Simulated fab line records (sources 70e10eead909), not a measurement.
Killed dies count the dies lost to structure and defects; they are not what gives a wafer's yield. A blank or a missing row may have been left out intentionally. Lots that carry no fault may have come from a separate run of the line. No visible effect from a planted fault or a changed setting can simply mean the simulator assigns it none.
fab line records    flow nand-harc
record lots=13  wafers=38  last-day=33
route steps=1302 shown A_STAIRCASE@886 A_SGD_CUT@901 END@1302
lots that met no fault: taken from a fault-free run of the same line
start-h: hours from the record's opening day to when the first of the lot's shown wafers began    wait-h: how many hours have passed since the lot's step before this one    " repeats the value in the row above    L1.1+2: a row that stands for several wafers    - no value, or no start given    * or withheld: withheld    < > ~ a bound
route shown NAME@n: a module of which the file shows steps, and the number in the route of the first    usual: mean/standard deviation of fault-free wafers    same: alike in all rows    chamber/n: place in a boat    sites: each site's reading    _std_site: standard deviation across them    _edge_site: outer sites' mean less inner sites'    radius-mm: for every site, how far away it sits from the centre of the wafer    mask NAME#n: copy n    behind: the last tool/chamber to shape the wafer    hold: cause of the lot's hold/its duration in hours/its outcome    device: transistor that didn't switch, given as n, p or np    end of line: tests of these same wafers at the route's end    step lacking rows: just its recipe    killed: at the first sort, the dies lost to defects and structure; wafer yield is something else    map: the dies of a wafer, with x for killed, . for not killed, _ for no die there
set.NAME: setting as actually run; set.NAME@STEP: the setting as run at that earlier step    model.NAME: the simulator's own value behind a step, which no gauge read
one table for each step of the route and one row for each wafer, over a sample of lots
services: when a tool's chamber went out of use (start-h, in hours from the record's first day, below 0 if earlier), for how many hours, and the reason
## steps
# step NHARC_A_STAIRCASE_CMP_472
# recipe material=SiO2
# usual motor-current-A=12.5/1.3  slurry-flow-ml-min=149.9/0.48
lot.wafer  tool    chamber  start-h  wait-h  motor-current-A  slurry-flow-ml-min
L380.2     cmp-02  0        415.60   0.3     11.0             149.5
L380.6     "       1        "        "       11.7             149.6
L380.5     "       2        "        "       13.5             150.0
L381.1     cmp-02  3        445.39   0.2     11.7             150.1
L381.3     "       2        "        "       13.1             150.1
L381.5     "       0        "        "       11.9             149.4
L383.3     cmp-04  3        451.55   0.2     12.7             149.6
L383.2     "       0        "        "       9.7              149.9
L383.6     "       2        "        "       12.2             149.3
L384.3     cmp-03  0        473.22   0.2     13.3             150.6
L384.2     "       1        "        "       11.9             150.4
L384.1     "       2        "        "       13.9             150.1
L386.1     cmp-03  3        492.29   0.2     13.9             150.2
L386.4     "       2        "        "       13.8             149.8
L386.6     "       0        "        "       13.5             149.8
L387.4     cmp-03  0        504.38   0.2     12.2             150.1
L387.1     "       2        "        "       13.4             149.9
L387.6     "       3        "        "       13.3             149.7
L388.3     cmp-03  3        504.56   0.3     12.8             149.0
L388.2     "       0        "        "       12.7             149.6
L388.5     "       3        "        "       13.5             149.4
L389.2     cmp-02  3        519.10   0.2     11.5             150.1
L389.1     "       1        "        "       11.8             149.6
L389.3     "       2        "        "       13.4             150.4
L391.2     cmp-04  0        537.58   0.2     9.8              150.1
L391.1     "       1        "        "       15.3             150.2
L391.6     "       0        "        "       10.0             149.8
L390.3     cmp-03  0        540.03   0.2     12.3             150.1
L390.4     "       2        "        "       13.5             150.6
L390.5     "       3        "        "       14.1             150.1
L399.2     cmp-03  0        621.89   0.2     12.5             149.7
L399.1     "       1        "        "       11.6             150.4
L400.2     cmp-04  2        633.98   0.2     11.9             149.6
L400.4     "       3        "        "       12.5             149.5
L400.5     "       2        "        "       11.9             150.1
L402.3     cmp-02  3        653.15   0.3     12.3             150.0
L402.2     "       0        "        "       11.8             151.0
L402.5     "       1        "        "       11.2             149.6
# step NHARC_A_SGD_CUT_CD_MEAS_09
# recipe target-cd-nm=100  landing-energy-ev=500
# usual cd-nm=99.8/0.77
lot.wafer  tool       chamber  start-h  wait-h  cd-nm
L380.2     cd-sem-01  0        416.53   -       99.4
L380.5     "          0        "        "       99.1
L380.6     "          0        "        "       99.6
L381.1     cd-sem-02  0        446.39   -       100.0
L381.3     "          0        "        "       101.2
L381.5     "          0        "        "       99.8
L383.2     cd-sem-01  0        452.67   -       99.8
L383.3     "          0        "        "       98.9
L383.6     "          0        "        "       99.2
L384.1     cd-sem-02  0        474.35   -       99.4
L384.2     "          0        "        "       100.2
L384.3     "          0        "        "       100.7
L386.1     cd-sem-02  0        493.44   -       99.8
L386.4     "          0        "        "       100.6
L386.6     "          0        "        "       100.9
L387.1     cd-sem-03  0        505.37   -       101.4
L387.4     "          0        "        "       100.0
L387.6     "          0        "        "       101.8
L388.2     cd-sem-01  0        505.67   -       101.6
L388.3     "          0        "        "       101.0
L388.5     "          0        "        "       101.4
L389.1     cd-sem-01  0        520.20   -       99.3
L389.2     "          0        "        "       98.6
L389.3     "          0        "        "       100.2
L391.1     cd-sem-02  0        538.58   -       100.7
L391.2     "          0        "        "       99.7
L391.6     "          0        "        "       99.5
L390.3     cd-sem-02  0        541.15   -       98.8
L390.4     "          0        "        "       100.0
L390.5     "          0        "        "       99.1
L399.1     cd-sem-01  0        623.00   -       100.4
L399.2     "          0        "        "       101.1
L400.2     cd-sem-03  0        635.12   -       98.8
L400.4     "          0        "        "       98.9
L400.5     "          0        "        "       100.2
L402.2     cd-sem-03  0        654.23   -       101.4
L402.3     "          0        "        "       100.6
L402.5     "          0        "        "       101.1
# step NHARC_A_SGD_CUT_OVL_MEAS_10
# usual overlay-x-nm=-0.2/0.84  overlay-y-nm=0.5/0.78
lot.wafer  tool        chamber  start-h  wait-h  overlay-x-nm  overlay-y-nm
L380.2     overlay-02  -        416.61   -       1.4           -0.5
L380.5     "           -        "        "       1.9           -0.5
L380.6     "           -        "        "       1.5           -0.6
L381.1     overlay-01  -        446.48   -       -0.3          0.3
L381.3     "           -        "        "       -0.1          0.6
L381.5     "           -        "        "       -0.2          0.7
L383.2     overlay-01  -        452.75   -       -0.4          1.7
L383.3     "           -        "        "       -1.0          2.0
L383.6     "           -        "        "       -1.2          1.7
L384.1     overlay-01  -        474.44   -       -0.4          1.6
L384.2     "           -        "        "       -1.2          2.0
L384.3     "           -        "        "       -0.3          1.9
L386.1     overlay-01  -        493.53   -       -0.3          -0.5
L386.4     "           -        "        "       -0.1          -0.3
L386.6     "           -        "        "       -0.4          -0.4
L387.1     overlay-01  -        505.45   -       -0.1          -1.0
L387.4     "           -        "        "       -0.5          -0.8
L387.6     "           -        "        "       -0.4          -0.8
L388.2     overlay-02  -        505.76   -       0.3           0.2
L388.3     "           -        "        "       1.0           0.2
L388.5     "           -        "        "       0.6           -0.1
L389.1     overlay-01  -        520.29   -       0.6           0.9
L389.2     "           -        "        "       0.1           0.7
L389.3     "           -        "        "       0.2           0.6
L391.1     overlay-01  -        538.67   -       -1.3          0.7
L391.2     "           -        "        "       -0.5          0.3
L391.6     "           -        "        "       -1.0          0.8
L390.3     overlay-01  -        541.23   -       -0.5          0.5
L390.4     "           -        "        "       -0.5          0.3
L390.5     "           -        "        "       0.3           0.5
L399.1     overlay-01  -        623.09   -       0.6           0.2
L399.2     "           -        "        "       0.8           0.7
L400.2     overlay-02  -        635.21   -       -0.2          0.6
L400.4     "           -        "        "       0.4           0.1
L400.5     "           -        "        "       -0.6          0.9
L402.2     overlay-01  -        654.32   -       0.0           0.3
L402.3     "           -        "        "       -0.6          0.8
L402.5     "           -        "        "       -0.2          0.5
# step NHARC_A_SGD_CUT_ETCH_16
# recipe target-depth-a=3105  time-s=155.2  c4f8-flow-sccm=withheld  o2-flow-sccm=8  ar-flow-sccm=withheld  rf-w=600  bias-w=800  chemistry=C4F8/O2/Ar
# usual oes-product-au=0.971/0.015  rf-vpp-V=723.7/2.5
lot.wafer  tool         chamber  start-h  wait-h  oes-product-au  rf-hours-counter-h  rf-vpp-V
L380.2     rie-diel-11  2        417.28   -       0.947           7                   724.8
L380.6     "            2        "        "       0.961           -                   725.1
L380.5     "            3        "        "       0.961           -                   725.6
L381.1     rie-diel-11  3        447.15   -       0.977           0                   724.5
L381.3     "            0        "        "       0.982           0                   719.1
L381.5     "            3        "        "       0.983           -                   725.5
L383.3     rie-diel-02  1        453.45   -       0.961           5                   727.5
L383.2     "            2        "        "       0.961           4                   725.1
L383.6     "            3        "        "       0.975           -                   721.9
L384.3     rie-diel-11  0        475.21   -       0.986           2                   720.8
L384.2     "            1        "        "       0.981           2                   723.6
L384.1     "            3        "        "       0.971           2                   725.5
L386.4     rie-diel-03  3        494.19   -       0.947           2                   722.0
L386.1     "            0        "        "       0.968           2                   721.6
L386.6     "            0        "        "       0.962           -                   724.7
L387.4     rie-diel-02  2        506.12   -       0.958           8                   724.5
L387.1     "            0        "        "       0.988           9                   720.6
L387.6     "            2        "        "       0.958           -                   725.3
L388.2     rie-diel-11  0        506.42   -       0.983           4                   720.5
L388.3     "            1        "        "       0.987           3                   723.6
L388.5     "            0        "        "       0.971           -                   720.2
L389.3     rie-diel-02  0        520.97   -       0.992           11                  720.7
L389.2     "            1        "        "       0.987           11                  725.8
L389.1     "            2        "        "       0.964           10                  724.5
L391.2     rie-diel-02  3        539.34   -       0.981           13                  721.6
L391.1     "            1        "        "       0.995           12                  726.9
L391.6     "            0        "        "       0.992           -                   720.8
L390.4     rie-diel-02  0        541.90   -       0.967           13                  719.3
L390.3     "            2        "        "       0.975           11                  724.8
L390.5     "            1        "        "       0.989           -                   726.6
L399.1     rie-diel-11  2        623.78   -       1.039           1                   723.9
L399.2     "            3        "        "       1.061           1                   725.8
L400.4     rie-diel-02  2        635.88   -       0.964           5                   726.5
L400.2     "            0        "        "       0.989           4                   721.2
L400.5     "            2        "        "       0.957           -                   726.6
L402.2     rie-diel-02  1        654.99   -       0.961           6                   726.5
L402.3     "            3        "        "       0.952           6                   722.6
L402.5     "            1        "        "       0.950           -                   726.7
# step NHARC_END_SORT_01
# recipe temp-c=25
# usual killed-at-array=53/19  killed-at-other=0.7/1.1  killed-at-periphery=4.2/2.7  killed-dies=58/18  killed-open=3.1/1.9  killed-short=2.5/1.6
# same gross-dies=677
lot.wafer  tool       chamber  start-h  wait-h  killed-at-array  killed-at-other  killed-at-periphery  killed-dies  killed-open  killed-short
L388.2     prober-02  0        637.17   2.8     60               1                8                    69           3            2
L388.5     prober-02  0        639.56   3.7     31               5                7                    43           3            2
L390.4     prober-02  0        664.85   3.4     51               1                1                    53           1            1
L390.5     prober-02  0        665.65   3.7     38               3                8                    49           3            1
L391.1     prober-02  0        670.22   2.5     62               0                2                    64           4            1
L391.2     prober-02  0        671.02   2.8     62               0                1                    63           3            2
L391.6     prober-02  0        674.21   4.0     43               2                2                    47           7            3
L399.1     prober-01  0        742.88   2.5     673              0                4                    677          4            3
L399.2     prober-01  0        743.68   2.8     676              0                1                    677          1            2
# killed by level:class
L388.2 A_CHANNEL_HOLE_D1:chamber-film-flake=35 A_CHANNEL_HOLE_D2:chamber-film-flake=12 A_CONTACT:chamber-film-flake=6 P_GATE:chamber-film-flake=3 A_SLIT:chamber-film-flake=2 A_WL_FILL:chamber-film-flake=2 P_CONTACT:geometric-particle:open=1 P_M0:geometric-particle:short=1
L388.5 A_CHANNEL_HOLE_D1:chamber-film-flake=16 A_CHANNEL_HOLE_D2:chamber-film-flake=9 P_GATE:chamber-film-flake=5 THIN_TSV:chamber-film-flake=5 A_CONTACT:chamber-film-flake=3 P_GATE:geometric-particle:short=1 P_CONTACT:geometric-particle:open=1 A_SOURCE_PLATE:geometric-particle:open=1
L390.4 A_CHANNEL_HOLE_D1:chamber-film-flake=34 A_CONTACT:chamber-film-flake=4 A_BONDPAD:chamber-film-flake=3 A_CHANNEL_FILL_D2:chamber-film-flake=2 A_STAIRCASE:chamber-film-flake=2 A_CHANNEL_HOLE_D2:geometric-particle:open=1 A_WL_FILL:geometric-particle:short=1 P_M1:chamber-film-flake=1
L390.5 A_CHANNEL_HOLE_D1:chamber-film-flake=26 P_M1:chamber-film-flake=6 A_STAIRCASE:chamber-film-flake=4 THIN_TSV:chamber-film-flake=3 A_M0:geometric-particle:open=2 P_CONTACT:chamber-film-flake=2 A_WL_FILL:chamber-film-flake=2 A_DECK1_JOINT:geometric-particle:short=1
L391.1 A_SLIT:chamber-film-flake=26 A_CHANNEL_HOLE_D2:chamber-film-flake=22 A_CHANNEL_HOLE_D1:chamber-film-flake=5 A_M0:geometric-particle:open=2 A_STAIRCASE:chamber-film-flake=2 A_CONTACT:chamber-film-flake=2 P_CONTACT:geometric-particle:open=1 A_ONON_D1:geometric-particle:open=1
L391.2 A_SLIT:chamber-film-flake=37 A_CHANNEL_HOLE_D2:chamber-film-flake=15 A_ONON_D1:geometric-particle:short=1 A_ONON_D2:geometric-particle:short=1 A_ONON_D2:geometric-particle:open=1 A_SGD_CUT:geometric-particle:open=1 A_BLC:geometric-particle:open=1 P_M1:chamber-film-flake=1
L391.6 A_SLIT:chamber-film-flake=20 A_CHANNEL_HOLE_D2:chamber-film-flake=6 A_BONDPAD:chamber-film-flake=3 A_WL_FILL:geometric-particle:open=2 A_STAIRCASE:chamber-film-flake=2 P_CONTACT:geometric-particle:open=1 A_SOURCE_PLATE:geometric-particle:short=1 A_CHANNEL_HOLE_D1:geometric-particle:short=1
L399.1 A_SGD_CUT:area-etch=613 A_CHANNEL_HOLE_D1:chamber-film-flake=34 A_CONTACT:chamber-film-flake=11 A_STAIRCASE:chamber-film-flake=6 A_SGD_CUT:chamber-film-flake=3 A_SLIT:chamber-film-flake=2 P_CONTACT:geometric-particle:short=1 P_M0:geometric-particle:short=1
L399.2 A_SGD_CUT:area-etch=635 A_CHANNEL_HOLE_D1:chamber-film-flake=22 A_CONTACT:chamber-film-flake=7 A_SGD_CUT:chamber-film-flake=4 A_SLIT:chamber-film-flake=2 A_CHANNEL_FILL_D1:geometric-particle:open=1 A_CHANNEL_FILL_D1:geometric-particle:short=1 A_CHANNEL_FILL_D2:geometric-particle:short=1
## services
tool         chamber  start-h  hours  kind
rie-diel-02  -        393.75   9.0    pm
cmp-03       -        396.69   4.0    pm
rie-diel-11  -        408.27   0.4    repair
rie-diel-11  1        418.82   2.0    repair
rie-diel-02  1        426.04   2.2    repair
cmp-02       -        428.56   4.0    pm
rie-diel-02  2        430.09   14.6   repair
rie-diel-11  -        432.56   9.0    pm
rie-diel-02  1        436.58   1.5    repair
rie-diel-02  0        461.74   5.5    repair
cmp-02       -        469.47   0.2    repair
rie-diel-11  2        472.82   3.8    repair
cmp-03       -        494.69   4.0    pm
rie-diel-11  3        495.00   10.1   repair
cmp-03       -        521.19   3.1    repair
cmp-02       -        526.56   4.0    pm
rie-diel-11  1        548.59   10.7   repair
rie-diel-11  3        552.14   9.7    repair
rie-diel-11  0        557.83   9.0    repair
rie-diel-02  -        570.75   9.0    pm
cmp-03       -        592.69   4.0    pm
rie-diel-11  -        609.56   9.0    pm
rie-diel-02  3        612.13   7.0    repair
cmp-03       -        612.47   5.0    repair
## key
first-sign step=NHARC_A_SGD_CUT_ETCH_16  reading=oes-product-au  direction=up  sigmas=5.2  usual=0.971  struck=1.050
effect step=NHARC_END_SORT_01  reading=killed-dies  direction=up  sigmas=34  usual=58  struck=677
more-kills-born-at NHARC_A_SGD_CUT_ETCH_16@rie-diel-11=1248
met-at NHARC_A_SGD_CUT_ETCH_16
struck-lots L399
struck-wafers L399.1,L399.2
later-rows-left-out L399.1,L399.2
tester-left-out L399
not-acting-at NHARC_A_STAIRCASE_CMP_472,NHARC_A_SGD_CUT_CD_MEAS_09,NHARC_A_SGD_CUT_OVL_MEAS_10
onset-between 506.42 623.78
fault kind=process-parameter-drift  tool=rie-diel-11  chamber=-  onset-h=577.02  steps=NHARC_A_SGD_CUT_ETCH_16  channel=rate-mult  offset=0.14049  shape=step  end-h=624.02  scope=struck-wafers-only
# tester-left-out: of these lots the tester's yield and bins aren't shown, on N5 and GAA mostly nor the transistor test; their killed dies are dies lost to structure and defects alone, not to doping, threshold or leakage, so they don't give the yield
# later-rows-left-out: the simulator's readings of these wafers behind a module that went badly wrong aren't trusted and aren't shown, but for the sort
